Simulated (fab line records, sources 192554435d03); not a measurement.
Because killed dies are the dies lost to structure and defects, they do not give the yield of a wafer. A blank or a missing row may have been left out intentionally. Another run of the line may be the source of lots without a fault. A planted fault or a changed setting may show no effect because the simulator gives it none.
Comparing a struck lot with a sound one :: flow n5-finfet :: 36 out of 1938 route steps
Sound: these wafers, L625.1, L625.2, L625.4. The struck wafers were L632.1, L632.6. Last of all comes the cause.
At each step with rows: each side's tool, then ch and its chambers, then its first start. Under that, the readings that differ: sound wafers :: struck wafers :: difference of the means :: sigmas: that difference in standard deviations of wafers without a fault.
alike: readings with means less than 2 such deviations apart, plus words and numbers identical on both sides. not compared: withheld readings, readings lacking a value on some wafer, bounds such as >300 that could conceal the same value, and numbers that have no deviation in the record and whose values overlap.
Wherever a step has rows on one side only, a row that says differs or no value, or a row with sigmas, the two part there. Numbers that don't overlap but have no deviation are shown without sigmas and don't part them. A reading missing from all wafers of one side parts the sides only when that side holds two or more wafers.

first, 9 steps without rows for these wafers: N5_PMOS_HMC_CHANNEL_EPI_EPI_26 (deposits Si from SiH4/H2, target thk 3.8 nm, time 22.7 s); N5_FIN_SAQP_PRECLEAN_42 (cleans in O3/DIW, time 60 s); N5_FIN_SAQP_PRECLEAN_00 (cleans in SC1, time 60 s); N5_FIN_SAQP_PRECLEAN_44 (cleans in SC2, time 45 s); N5_FIN_SAQP_SRD_01 (time 30 s); N5_FIN_SAQP_ALD_61 (deposits SiO2, target thk 4 nm, pulse time 1 s, purge time 2 s); N5_FIN_SAQP_DENSIFY_62 (time 60 s); N5_FIN_SAQP_HM_DEP_03 (deposits SiNx from SiH4/NH3/N2, target thk 38 nm, time 33.6 s); N5_FIN_SAQP_PECVD_47 (deposits a-Si from SiH4/He, target thk 45 nm, time 36.3 s).
N5_FIN_SAQP_PECVD_48: deposits SiNx from SiH4/NH3/N2, target thk 25 nm, time 22.1 s.
  sound on pecvd-01 ch 0,1,2, day 3 15:38; struck on pecvd-01 ch 2, day 5 09:40
reading: model.SiNx_of_FIN_SAQP_PECVD_48.thk-nm (nm)
sound: 24.93 24.57 24.99
struck: 22.41 22.7
difference: -2.27
sigmas: 
  alike: heater-power-w, showerhead-plenum-p-Torr, throttle-valve-pct
then, 24 steps without rows for these wafers: N5_FIN_SAQP_PECVD_06 (deposits a-Si from SiH4/He, target thk 60 nm, time 48.1 s); N5_FIN_SAQP_HM_DEP_72 (deposits SiO2 from SiH4/N2O, target thk 12 nm, time 7.2 s); N5_FIN_SAQP_COAT_49 (time 60 s, resist thk 100 nm); N5_FIN_SAQP_COAT_50 (time 60 s, resist thk 35 nm); N5_FIN_SAQP_COAT_10 (resist thk 90 nm); N5_FIN_SAQP_EBR_12; N5_FIN_SAQP_SOFTBAKE_11 (time 60 s); N5_FIN_SAQP_EXPOSE_13 (exposes mask FIN CORE, target cd 35.6 nm); N5_FIN_SAQP_PEB_14 (peb time 60 s); N5_FIN_SAQP_DEVELOP_15 (develop time 30 s); N5_FIN_SAQP_DESCUM_21 (chemistry O2, time 7.9 s); N5_FIN_SAQP_ETCH_51 (etches SiARC in CF4, target depth 45.5 nm, time 75.8 s); N5_FIN_SAQP_ETCH_52 (etches SOC in N2/H2, target depth 100 nm, overetch 20 nm, time 150 s); N5_FIN_SAQP_STRIP_53 (strips in N2/H2); N5_FIN_SAQP_HM_OPEN_73 (chemistry CHF3/O2, target SiO2, stops on a-Si, target depth 12 nm, time 16.8 s); N5_FIN_SAQP_STRIP_74 (strips in CHF3/O2); N5_FIN_SAQP_MANDREL_ETCH_22 (etches a-Si in HBr/Cl2, stops on SiNx, target depth 60 nm, bt time 10 s, time 30 s); N5_FIN_SAQP_STRIP_55 (strips in N2/H2); N5_FIN_SAQP_STRIP_23 (strips in SPM, time 750 s); N5_FIN_SAQP_SRD_66 (time 30 s); N5_FIN_SAQP_RECESS_75 (chemistry HF/NH3, target SiO2, target depth 14.4 nm, afs cycles 3, sublimation time 60 s); N5_FIN_SAQP_SPACER1_ALD_24 (deposits SiO2, target thk 20.3 nm, pulse time 1 s, purge time 2 s); N5_FIN_SAQP_SPACER1_ETCHBACK_25 (etches SiO2 in CHF3/O2, target depth 24.4 nm, time 12.2 s); N5_FIN_SAQP_MANDREL1_REMOVE_56 (chemistry HBr/Cl2/O2, target a-Si, stops on SiNx, bt time 10 s).
N5_FIN_SAQP_ETCH_57: etches SiNx in CH3F/O2, target depth 32.5 nm, time 46.4 s.
  sound on rie-diel-04 ch 0,1,3, day 3 18:46; struck on rie-diel-05 ch 2, day 5 12:35
reading: etch-rf-on-time-s (s)
sound: 47.0 45.3 47.6
struck: 42.0 42.2
difference: -4.5
sigmas: -3

reading: model.etch.depth-nm (nm)
sound: 24.93 24.33 24.99
struck: 22.41 22.7
difference: -2.20
sigmas: 
  alike: drypump-motor-current-A, oes_f_703_au, oes-product-au, rf-vpp-V, showerhead-plenum-p-Torr, throttle-valve-pct
  not compared: rf-hours-counter-h
-- a jump in the record: the struck wafers' starts before and after are 7 days apart (it breaks off in module FIN_SAQP and resumes in module BEOL_M4, where the first step shown is number 1111 of the route) --
N5_BEOL_M4_RC_MEAS_101:
  sound on prober-01 ch 0, day 10 20:51; struck on prober-02 ch 0, day 12 15:35
  alike: DIBL_N, DIBL_P, IOFF_N, IOFF_P, ION_N, ION_P, SS_N, SS_P, VT_N, VT_P

## WHERE THEY PART
Only at N5_FIN_SAQP_ETCH_57, within this record. Later steps at which nothing parts them and some readings are alike: N5_BEOL_M4_RC_MEAS_101.

WHY: what the simulator had put in
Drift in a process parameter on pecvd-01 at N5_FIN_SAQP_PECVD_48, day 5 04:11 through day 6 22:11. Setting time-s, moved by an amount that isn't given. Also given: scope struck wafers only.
